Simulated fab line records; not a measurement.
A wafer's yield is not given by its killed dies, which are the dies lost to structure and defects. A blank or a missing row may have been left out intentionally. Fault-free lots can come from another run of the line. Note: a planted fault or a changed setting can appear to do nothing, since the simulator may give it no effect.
fab line records	flow nand_harc
record: lots: 12	wafers: 36	last_day: 33
route steps=1302 shown A_CHANNEL_FILL_D2@613 END@1302
lots that met no fault: taken from a fault-free run of the same line
start_h: hours from the record's opening day to when the first of the lot's shown wafers began	wait_h: time in hours since the lot's previous step	" the same as in the row above	L1.1+2: several wafers, shown together as one row	- no value, or no start was given	* or withheld: withheld	< > ~ a bound
route shown NAME@n: a module of which the file shows steps, and the number in the route of the first	usual: mean and standard deviation over wafers with no fault	same: alike in all rows	chamber/n: place in a boat	sites: readings site by site	_std_site: how widely they spread, as a standard deviation	_edge_site: outer sites' mean less inner sites'	radius_mm: for every site, how far away it sits from the centre of the wafer	mask NAME#n: copy n	behind: the tool/chamber that last shaped the wafer	hold: why the lot went on hold/how many hours it stayed there/how the hold came to an end	device: which transistor (n, p or np) failed to switch	end of line: the same wafers' tests at the end of the route	a step with no rows: only its recipe	killed: count of dies lost to structure and defects at first sort (not the wafer's yield)	map: a wafer's dies, x killed, . not, _ none there
set.NAME: the setting the step ran with; set.NAME@STEP: the setting that earlier step ran with	model.NAME: the simulator's own value behind a step, which no gauge read
route steps across a sampled set of lots; one table per step, one row per wafer
services: from which hour (start_h, from the record's first day; less than 0 if before it) a tool's chamber was out of use, for how many hours, and why
== steps ==
step: NHARC_A_CHANNEL_FILL_D2_ALD_03
recipe: target_thk_a: 60	pulse_time_s: 60	ald_cycles: 58	temp_c: 630	pressure_torr: 2	material: SiNx
usual: precursor_pulse_height_rel: 1.002/0.02	susceptor_temp_C: 630.0/0.34
lot.wafer	tool	chamber	start_h	wait_h	precursor_pulse_height_rel	susceptor_temp_C
L905.1	ald_sin_batch-01	0	-	-	0.994	-
L905.2	"	0	"	"	1.027	-
L905.6	"	0	"	"	0.999	-
L907.1	ald_sin_batch-03	0	-	-	0.995	-
L907.2	"	0	"	"	1.013	-
L907.5	"	0	"	"	1.019	-
L908.2	ald_sin_batch-01	0	-	-	0.982	-
L908.4	"	0	"	"	0.996	-
L908.6	"	0	"	"	0.974	-
L909.2	ald_sin_batch-02	0	-	-	1.014	630.2
L909.3	"	0	"	"	1.001	630.1
L909.6	"	0	"	"	0.992	629.6
L913.1	ald_sin_batch-01	0	-	-	1.014	630.3
L913.3	"	0	"	"	1.008	630.4
L913.5	"	0	"	"	1.004	630.6
L914.1	ald_sin_batch-03	0	-	-	0.989	629.7
L914.2	"	0	"	"	0.993	630.1
L914.5	"	0	"	"	0.975	630.1
L916.3	ald_sin_batch-02	0	-	-	1.006	630.2
L916.5	"	0	"	"	1.031	630.3
L916.6	"	0	"	"	1.038	630.8
L918.1	ald_sin_batch-02	0	-	-	1.033	630.1
L918.5	"	0	"	"	1.017	630.1
L918.6	"	0	"	"	0.987	630.0
L919.4	ald_sin_batch-02	0	-	-	1.006	630.3
L919.5	"	0	"	"	0.986	629.9
L919.6	"	0	"	"	1.001	629.8
L920.1	ald_sin_batch-02	0	-	-	0.953	629.7
L920.3	"	0	"	"	0.997	630.1
L920.4	"	0	"	"	1.034	629.7
L927.1	ald_sin_batch-03	0	-	-	1.003	629.3
L927.3	"	0	"	"	1.011	629.6
L927.4	"	0	"	"	0.994	629.9
L928.2	ald_sin_batch-03	0	-	-	0.999	-
L928.4	"	0	"	"	1.024	-
L928.5	"	0	"	"	0.976	-
step: NHARC_A_CHANNEL_FILL_D2_ANNEAL_22
recipe: temp_c: 620	time_s: 7200
usual: spike_tc_bottom_C: 642.6/1.9	spike_tc_centre_C: 620.6/1.2	spike_tc_lower_C: 620.2/1.1	spike_tc_top_C: 640.7/2.6	spike_tc_upper_C: 619.9/1.4	tube_center_temp_C: 620/0.061	tube_center_temp_C_max: 621.59/0.27
lot.wafer	tool	chamber	start_h	wait_h	spike_tc_bottom_C	spike_tc_centre_C	spike_tc_lower_C	spike_tc_top_C	spike_tc_upper_C	tube_center_temp_C	tube_center_temp_C_max
L905.1	furnace-01	0	335.64	3.0	645.8	619.2	619.5	640.5	620.8	620.11	621.65
L905.2	"	0	"	"	644.5	620.4	620.3	640.6	620.2	620.08	621.31
L905.6	"	0	"	"	643.0	620.5	621.4	641.0	618.0	619.95	621.49
L907.1	furnace-01	0	349.55	3.9	643.4	619.6	621.0	640.1	621.1	620.01	621.59
L907.2	"	0	"	"	643.2	621.3	619.6	639.8	617.0	620.08	621.80
L907.5	"	0	"	"	642.9	620.7	620.9	643.0	619.9	619.98	621.51
L908.2	furnace-04	0	358.54	3.5	643.2	620.3	620.4	638.2	622.3	619.99	621.66
L908.4	"	0	"	"	642.8	619.7	620.4	638.1	622.2	620.05	622.13
L908.6	"	0	"	"	643.0	619.9	619.3	638.3	620.9	620.08	621.22
L909.2	furnace-05	0	370.92	3.4	640.3	620.2	621.6	643.0	624.0	620.08	621.67
L909.3	"	0	"	"	640.8	621.3	620.2	643.3	619.7	620.03	621.37
L909.6	"	0	"	"	638.8	620.4	620.0	644.2	621.4	619.99	621.61
L913.1	furnace-01	0	425.39	2.9	644.4	621.3	618.5	641.1	618.5	620.05	622.18
L913.3	"	0	"	"	645.9	621.5	620.3	640.8	618.4	619.93	621.39
L913.5	"	0	"	"	643.2	619.5	623.0	639.3	619.9	620.02	621.33
L914.1	furnace-01	0	425.39	2.9	642.5	620.4	621.0	642.3	620.8	620.03	621.16
L914.2	"	0	"	"	642.6	619.3	620.6	640.2	621.5	620.17	621.54
L914.5	"	0	"	"	645.8	621.8	619.8	640.7	620.0	620.05	621.71
L916.3	furnace-01	0	435.25	2.9	643.2	619.7	619.7	641.5	618.4	619.99	622.06
L916.5	"	0	"	"	643.4	620.7	620.4	640.6	619.9	619.89	621.32
L916.6	"	0	"	"	643.4	620.8	617.4	640.7	618.6	620.06	621.58
L918.1	furnace-01	0	475.09	3.0	673.0	651.7	651.5	674.5	650.8	650.72	652.30
L918.5	"	0	"	"	674.9	650.6	650.6	671.1	649.3	650.72	652.50
L918.6	"	0	"	"	673.5	651.7	650.1	670.8	650.3	650.7	652.45
L919.4	furnace-01	0	475.09	3.0	673.3	649.8	652.3	668.9	650.5	650.73	652.11
L919.5	"	0	"	"	675.1	649.8	652.0	669.0	650.1	650.84	652.13
L919.6	"	0	"	"	673.7	651.6	649.7	672.1	646.5	650.7	652.46
L920.1	furnace-01	0	475.09	3.0	673.8	650.0	651.2	670.2	649.4	650.66	652.15
L920.3	"	0	"	"	673.4	651.1	653.1	669.6	649.9	650.7	652.08
L920.4	"	0	"	"	675.0	651.2	650.4	669.9	648.2	650.75	652.30
L927.1	furnace-01	0	553.85	3.1	643.1	621.1	619.8	640.3	619.8	619.96	621.54
L927.3	"	0	"	"	644.1	620.4	619.9	640.0	618.3	619.94	621.56
L927.4	"	0	"	"	643.4	618.7	620.2	641.4	618.7	619.95	621.46
L928.2	furnace-04	0	565.66	4.1	643.7	622.0	619.2	639.5	621.8	619.98	621.50
L928.4	"	0	"	"	643.8	621.4	620.0	636.3	621.5	620.02	621.78
L928.5	"	0	"	"	642.8	620.2	620.9	638.5	620.3	620.01	621.67
step: NHARC_A_CHANNEL_FILL_D2_ALD_25
recipe: target_thk_a: 600	pulse_time_s: 10	ald_cycles: 600	temp_c: 300	material: SiOx
usual: heater_power_w: 452/39	precursor_pulse_height_rel: 0.999/0.019	susceptor_temp_C: 299.99/0.18
lot.wafer	tool	chamber	start_h	wait_h	heater_power_w	precursor_pulse_height_rel	susceptor_temp_C
L905.1	ald_hk-02	0	339.75	0.1	453	0.995	-
L905.2	"	3	341.56	1.9	434	0.991	-
L905.6	"	0	"	"	464	1.013	-
L907.2	ald_hk-03	1	353.62	0.1	509	1.004	300.06
L907.1	"	2	"	"	460	1.028	300.09
L907.5	"	2	356.73	3.2	460	1.032	299.90
L908.4	ald_hk-02	3	362.57	0.0	425	0.999	300.12
L908.2	"	1	363.83	1.3	494	0.980	300.06
L908.6	"	3	365.08	2.6	428	0.991	300.26
L909.2	ald_hk-04	0	375.65	0.7	505	0.974	299.98
L909.3	"	2	376.88	1.9	440	0.996	300.28
L909.6	"	3	"	"	438	0.998	300.10
L913.3	ald_hk-02	2	429.48	0.0	367	0.992	299.92
L913.1	"	0	430.72	1.3	488	1.026	300.17
L913.5	"	2	431.96	2.5	375	0.980	299.71
L914.1	ald_hk-03	1	430.09	0.7	489	1.022	299.99
L914.2	"	2	"	"	443	0.988	300.12
L914.5	"	1	432.54	3.1	487	1.025	300.00
L916.3	ald_hk-02	2	439.30	0.0	376	1.004	299.96
L916.5	"	2	441.77	2.5	372	1.015	299.94
L916.6	"	3	"	"	420	0.992	299.87
L919.4	ald_hk-03	1	479.77	0.7	500	0.950	299.88
L919.6	"	0	481.61	2.5	451	1.005	299.93
L919.5	"	1	"	"	498	1.024	299.86
L920.1	ald_hk-04	1	479.78	0.7	431	1.000	299.91
L920.3	"	2	"	"	444	1.020	299.95
L920.4	"	3	"	"	463	1.014	300.15
L918.1	ald_hk-02	0	481.16	2.1	496	0.990	300.20
L918.6	"	2	482.40	3.3	374	1.017	299.65
L918.5	"	3	"	"	434	0.979	299.63
L927.1	ald_hk-03	3	557.87	0.1	402	0.985	299.74
L927.3	"	0	"	"	458	1.006	299.75
L927.4	"	2	559.73	1.9	449	1.005	300.31
L928.4	ald_hk-04	0	569.74	0.1	503	1.000	299.72
L928.2	"	3	571.57	1.9	442	0.965	300.11
L928.5	"	1	572.78	3.1	423	1.038	300.17
step: NHARC_A_CHANNEL_FILL_D2_CMP_10
recipe: target_thk_nm: 150
usual: motor_current_A: 12.1/1.3	retaining_ring_pressure_frac: 0.999/0.005	slurry_filter_dp_kPa: 13.51/0.14	time_to_endpoint_s: 15.7/2.2
lot.wafer	tool	chamber	start_h	wait_h	motor_current_A	retaining_ring_pressure_frac	slurry_filter_dp_kPa	time_to_endpoint_s
L905.2	cmp-04	3	350.96	0.4	13.7	1.006	13.65	14.7
L905.1	"	0	"	"	12.4	0.999	13.42	16.6
L905.6	"	3	"	"	13.6	1.001	13.44	14.2
L907.1	cmp-03	2	365.91	0.4	12.3	0.997	13.43	15.1
L907.2	"	0	"	"	13.4	0.987	13.59	16.8
L907.5	"	1	"	"	9.9	0.996	13.29	16.6
L908.4	cmp-04	2	373.98	0.4	11.2	1.005	13.53	16.5
L908.2	"	3	"	"	14.3	1.011	13.40	13.5
L908.6	"	1	"	"	11.7	0.995	13.43	15.4
L909.2	cmp-04	3	386.51	0.5	13.4	0.995	13.64	15.4
L909.3	"	0	"	"	12.3	0.999	13.48	15.4
L909.6	"	3	"	"	13.8	0.995	13.60	14.9
L913.3	cmp-01	2	440.75	0.4	11.1	1.004	13.69	14.2
L913.1	"	0	"	"	12.4	0.998	13.49	14.9
L913.5	"	2	"	"	12.3	1.003	13.60	15.8
L914.2	cmp-03	0	440.75	0.4	14.3	0.996	13.59	13.5
L914.1	"	3	"	"	13.5	1.003	13.50	14.0
L914.5	"	1	"	"	10.0	1.001	13.20	14.1
L916.3	cmp-01	2	450.70	0.4	12.1	1.001	13.53	17.0
L916.6	"	3	"	"	10.7	0.996	13.43	16.2
L916.5	"	0	"	"	12.8	0.996	13.36	16.5
L920.1	cmp-01	0	490.54	0.4	12.8	0.995	13.23	18.6
L920.3	"	1	"	"	11.7	1.006	13.56	17.7
L920.4	"	2	"	"	12.2	0.995	13.69	21.1
L918.1	cmp-04	0	490.62	0.4	12.4	1.000	13.43	15.6
L918.6	"	1	"	"	11.1	0.996	13.53	15.4
L918.5	"	2	"	"	11.7	0.997	13.50	15.6
L919.4	cmp-03	3	490.62	0.4	13.5	0.994	13.84	11.9
L919.5	"	0	"	"	14.2	1.007	13.60	15.5
L919.6	"	1	"	"	9.7	1.002	13.12	15.1
L927.3	cmp-03	3	570.67	0.4	13.1	1.009	13.49	17.0
L927.1	"	0	"	"	13.2	0.998	13.56	17.3
L927.4	"	1	"	"	9.9	0.992	13.68	17.4
L928.2	cmp-03	1	581.04	0.4	9.7	0.995	13.71	11.8
L928.4	"	3	"	"	12.8	0.995	13.53	14.4
L928.5	"	2	"	"	12.0	1.000	13.58	12.5
step: NHARC_END_SORT_01
recipe: temp_c: 25
usual: killed_at_array: 55/20	killed_at_other: 0.7/0.96	killed_at_periphery: 4.1/2.4	killed_dies: 60/20	killed_open: 3.3/1.9	killed_short: 2.8/1.6
same: gross_dies: 677
lot.wafer	tool	chamber	start_h	wait_h	killed_at_array	killed_at_other	killed_at_periphery	killed_dies	killed_open	killed_short
L908.2	prober-01	0	584.33	2.8	37	3	3	43	2	2
L908.4	prober-01	0	585.94	3.4	44	0	1	45	1	3
L908.6	prober-01	0	587.54	4.0	39	2	5	46	5	2
L907.1	prober-02	0	584.66	2.5	41	0	2	43	8	3
L907.2	prober-02	0	585.46	2.8	45	1	4	50	2	4
L907.5	prober-02	0	587.86	3.7	46	0	1	47	1	3
L914.1	prober-01	0	662.32	2.5	25	1	8	34	5	1
L914.2	prober-01	0	663.11	2.8	31	0	6	37	3	1
L914.5	prober-01	0	665.48	3.7	19	0	8	27	2	4
L916.3	prober-02	0	672.80	3.1	35	0	6	41	1	2
L916.5	prober-02	0	674.39	3.7	33	3	7	43	3	1
L916.6	prober-02	0	675.18	4.0	35	2	5	42	7	6
L918.1	prober-01	0	697.90	2.5	43	4	4	51	4	1
L918.5	prober-01	0	701.13	3.7	50	1	5	56	1	2
L918.6	prober-01	0	701.93	4.0	49	0	4	53	5	3
L919.4	prober-02	0	715.88	3.4	68	0	5	73	6	4
L919.5	prober-02	0	716.68	3.7	59	0	4	63	7	4
L919.6	prober-02	0	717.49	4.0	61	2	4	67	6	1
L927.1	prober-01	0	782.71	2.5	80	1	2	83	5	3
L927.3	prober-01	0	784.32	3.1	80	0	3	83	3	2
L927.4	prober-01	0	785.12	3.4	79	0	3	82	3	0
killed by level:class
L908.2 A_CHANNEL_HOLE_D2:chamber_film_flake=22 A_CHANNEL_FILL_D2:chamber_film_flake=4 A_CONTACT:chamber_film_flake=4 THIN_TSV:chamber_film_flake=3 A_STAIRCASE:chamber_film_flake=2 P_GATE:geometric_particle:short=1 P_GATE:geometric_particle:open=1 A_ONON_D2:geometric_particle:short=1
L907.1 A_SLIT:chamber_film_flake=21 A_M0:geometric_particle:open=3 A_ONON_D1:geometric_particle:open=2 P_M0:chamber_film_flake=2 A_CHANNEL_HOLE_D1:chamber_film_flake=2 A_CHANNEL_HOLE_D2:chamber_film_flake=2 A_CONTACT:chamber_film_flake=2 A_CHANNEL_HOLE_D1:geometric_particle:short=1
L907.2 A_SLIT:chamber_film_flake=27 A_CHANNEL_HOLE_D2:chamber_film_flake=6 A_STAIRCASE:chamber_film_flake=3 P_STI:chamber_film_flake=2 A_CONTACT:chamber_film_flake=2 P_CONTACT:geometric_particle:short=1 A_CHANNEL_HOLE_D1:geometric_particle:short=1 A_CHANNEL_FILL_D1:geometric_particle:short=1
L908.4 A_CHANNEL_HOLE_D2:chamber_film_flake=36 A_ONON_D1:geometric_particle:short=1 A_ONON_D2:geometric_particle:short=1 A_CHANNEL_FILL_D2:geometric_particle:short=1 A_BLC:geometric_particle:open=1 P_M2:chamber_film_flake=1 A_CHANNEL_HOLE_D1:chamber_film_flake=1 A_CHANNEL_FILL_D2:chamber_film_flake=1
L908.6 A_CHANNEL_HOLE_D2:chamber_film_flake=30 P_M2:chamber_film_flake=2 THIN_TSV:chamber_film_flake=2 P_STI:geometric_particle:open=1 P_GATE:geometric_particle:open=1 P_CONTACT:geometric_particle:open=1 A_CHANNEL_FILL_D1:geometric_particle:short=1 A_CHANNEL_FILL_D1:geometric_particle:open=1
L907.5 A_SLIT:chamber_film_flake=26 A_CHANNEL_HOLE_D2:chamber_film_flake=8 A_CONTACT:chamber_film_flake=5 A_CHANNEL_HOLE_D1:chamber_film_flake=2 A_CHANNEL_HOLE_D1:geometric_particle:short=1 A_WL_FILL:geometric_particle:open=1 A_WL_FILL:geometric_particle:short=1 A_M0:geometric_particle:short=1
L914.1 A_CHANNEL_HOLE_D2:chamber_film_flake=10 A_CHANNEL_HOLE_D1:chamber_film_flake=6 A_STAIRCASE:chamber_film_flake=5 P_M2:chamber_film_flake=4 P_CONTACT:geometric_particle:open=2 P_GATE:geometric_particle:open=1 P_M0:geometric_particle:open=1 A_ONON_D1:geometric_particle:open=1
L914.2 A_CHANNEL_HOLE_D2:chamber_film_flake=18 A_STAIRCASE:chamber_film_flake=4 A_CHANNEL_HOLE_D1:chamber_film_flake=3 A_CONTACT:chamber_film_flake=3 P_STI:chamber_film_flake=2 P_M2:chamber_film_flake=2 P_M0:geometric_particle:open=1 P_M1:geometric_particle:short=1
L914.5 A_CHANNEL_HOLE_D2:chamber_film_flake=7 P_M2:chamber_film_flake=4 A_CHANNEL_HOLE_D1:chamber_film_flake=4 A_BLC:geometric_particle:open=2 A_STAIRCASE:chamber_film_flake=2 P_M2:geometric_particle:short=1 A_CHANNEL_FILL_D2:geometric_particle:short=1 A_WL_FILL:geometric_particle:short=1
L916.3 A_CHANNEL_HOLE_D2:chamber_film_flake=16 A_CONTACT:chamber_film_flake=5 A_CHANNEL_HOLE_D1:chamber_film_flake=4 A_DECK1_JOINT:chamber_film_flake=3 P_M2:chamber_film_flake=2 A_M1:chamber_film_flake=2 A_ONON_D1:geometric_particle:short=1 A_CHANNEL_HOLE_D1:geometric_particle:open=1
L916.5 A_CHANNEL_HOLE_D2:chamber_film_flake=17 A_CHANNEL_HOLE_D1:chamber_film_flake=4 A_SLIT:chamber_film_flake=4 A_M1:chamber_film_flake=4 THIN_TSV:chamber_film_flake=3 P_CONTACT:geometric_particle:open=2 P_BONDPAD:chamber_film_flake=2 A_ONON_D1:geometric_particle:open=1
L916.6 A_CHANNEL_HOLE_D2:chamber_film_flake=12 A_CHANNEL_HOLE_D1:chamber_film_flake=6 A_SLIT:chamber_film_flake=4 A_CONTACT:chamber_film_flake=3 P_M0:geometric_particle:short=2 A_CHANNEL_FILL_D2:geometric_particle:open=2 THIN_TSV:chamber_film_flake=2 P_GATE:geometric_particle:short=1
L918.1 A_SLIT:chamber_film_flake=24 A_WL_FILL:chamber_film_flake=4 THIN_TSV:chamber_film_flake=4 A_STAIRCASE:chamber_film_flake=3 A_CONTACT:chamber_film_flake=3 P_BONDPAD:chamber_film_flake=2 A_CHANNEL_HOLE_D1:chamber_film_flake=2 P_GATE:geometric_particle:short=1
L918.5 A_SLIT:chamber_film_flake=30 A_CONTACT:chamber_film_flake=4 A_STAIRCASE:chamber_film_flake=3 A_SGD_CUT:chamber_film_flake=3 P_GATE:geometric_particle:short=2 P_BONDPAD:chamber_film_flake=2 A_CHANNEL_HOLE_D1:chamber_film_flake=2 A_DECK1_JOINT:chamber_film_flake=2
L918.6 A_SLIT:chamber_film_flake=27 A_CHANNEL_HOLE_D1:chamber_film_flake=9 P_M0:geometric_particle:open=3 A_STAIRCASE:chamber_film_flake=3 A_CONTACT:chamber_film_flake=3 A_WL_FILL:chamber_film_flake=2 A_ONON_D1:geometric_particle:short=1 A_CHANNEL_FILL_D1:geometric_particle:short=1
L919.4 A_CHANNEL_HOLE_D1:chamber_film_flake=35 A_CHANNEL_HOLE_D2:chamber_film_flake=17 A_SLIT:chamber_film_flake=4 A_CHANNEL_FILL_D2:geometric_particle:short=3 P_GATE:chamber_film_flake=3 A_CHANNEL_FILL_D1:geometric_particle:open=2 A_M0:geometric_particle:open=2 A_STAIRCASE:chamber_film_flake=2
L919.5 A_CHANNEL_HOLE_D1:chamber_film_flake=24 A_CHANNEL_HOLE_D2:chamber_film_flake=17 A_DECK1_JOINT:chamber_film_flake=4 A_STAIRCASE:chamber_film_flake=3 A_ONON_D1:geometric_particle:open=2 A_ONON_D1:geometric_particle:short=2 A_M0:geometric_particle:open=2 P_GATE:chamber_film_flake=2
L919.6 A_CHANNEL_HOLE_D1:chamber_film_flake=32 A_CHANNEL_HOLE_D2:chamber_film_flake=16 A_DECK1_JOINT:chamber_film_flake=3 A_STAIRCASE:chamber_film_flake=3 STARTING-WAFER:geometric_particle:open=2 A_SLIT:chamber_film_flake=2 A_CONTACT:chamber_film_flake=2 P_M0:geometric_particle:open=1
L927.1 A_SLIT:chamber_film_flake=35 A_CHANNEL_HOLE_D2:chamber_film_flake=26 A_CONTACT:chamber_film_flake=3 A_M1:chamber_film_flake=3 A_CHANNEL_FILL_D2:geometric_particle:short=2 A_WL_FILL:chamber_film_flake=2 P_CONTACT:geometric_particle:open=1 A_CHANNEL_HOLE_D1:geometric_particle:short=1
L927.3 A_CHANNEL_HOLE_D2:chamber_film_flake=32 A_SLIT:chamber_film_flake=26 A_CONTACT:chamber_film_flake=9 A_CHANNEL_HOLE_D1:chamber_film_flake=3 P_ZERO_WELL:chamber_film_flake=2 A_CHANNEL_FILL_D1:chamber_film_flake=2 A_STAIRCASE:chamber_film_flake=2 P_STI:geometric_particle:open=1
L927.4 A_SLIT:chamber_film_flake=33 A_CHANNEL_HOLE_D2:chamber_film_flake=27 A_CONTACT:chamber_film_flake=10 A_STAIRCASE:chamber_film_flake=3 A_CHANNEL_FILL_D2:chamber_film_flake=2 A_ONON_D2:geometric_particle:open=1 A_WL_FILL:geometric_particle:open=1 A_BLC:geometric_particle:open=1
== services ==
tool	chamber	start_h	hours	kind
cmp-01	-	286.32	4.0	pm
cmp-01	-	296.61	0.9	repair
cmp-03	-	299.54	4.0	pm
cmp-04	-	307.24	4.0	pm
ald_sin_batch-02	-	327.26	3.3	repair
cmp-01	-	331.64	0.9	repair
cmp-03	-	332.02	1.9	repair
ald_hk-02	-	348.00	10.0	pm
cmp-01	-	349.61	2.6	repair
cmp-03	-	383.72	4.4	repair
cmp-01	-	384.32	4.0	pm
ald_hk-03	-	390.69	10.0	pm
cmp-03	-	397.54	4.0	pm
cmp-04	-	405.24	4.0	pm
cmp-03	-	430.86	0.6	repair
cmp-01	-	432.33	1.1	repair
ald_hk-04	-	432.95	10.0	pm
cmp-04	-	445.60	6.0	repair
cmp-03	-	495.54	4.0	pm
cmp-04	-	503.24	4.0	pm
cmp-03	-	521.84	0.3	repair
ald_hk-02	-	526.00	10.0	pm
ald_sin_batch-03	-	566.49	1.1	repair
ald_hk-03	-	568.69	10.0	pm
== key ==
first_sign: step: NHARC_A_CHANNEL_FILL_D2_ANNEAL_22	reading: tube_center_temp_C	direction: up	sigmas: 99+	usual: *	struck: *
effect: step: NHARC_A_CHANNEL_FILL_D2_ANNEAL_22	reading: tube_center_temp_C_max	direction: up	sigmas: 99+	usual: *	struck: *
met_at NHARC_A_CHANNEL_FILL_D2_ANNEAL_22
struck_lots L918,L919,L920
tester_left_out L918,L919,L920
not_acting_at NHARC_A_CHANNEL_FILL_D2_ALD_03,NHARC_A_CHANNEL_FILL_D2_ALD_25,NHARC_A_CHANNEL_FILL_D2_CMP_10
onset_between 435.25 475.09
fault: kind: process_parameter_drift	tool: furnace-01	chamber: -	onset_h: 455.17	steps: NHARC_A_CHANNEL_FILL_D2_ANNEAL_22	channel: temp_c	offset: *	shape: step	end_h: 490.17	acts_in: *	stated: *
tester_left_out: of these lots the tester's yield and bins aren't shown, on N5 and GAA mostly nor the transistor test; their killed dies are dies lost to structure and defects alone, not to doping, threshold or leakage, so they don't give the yield
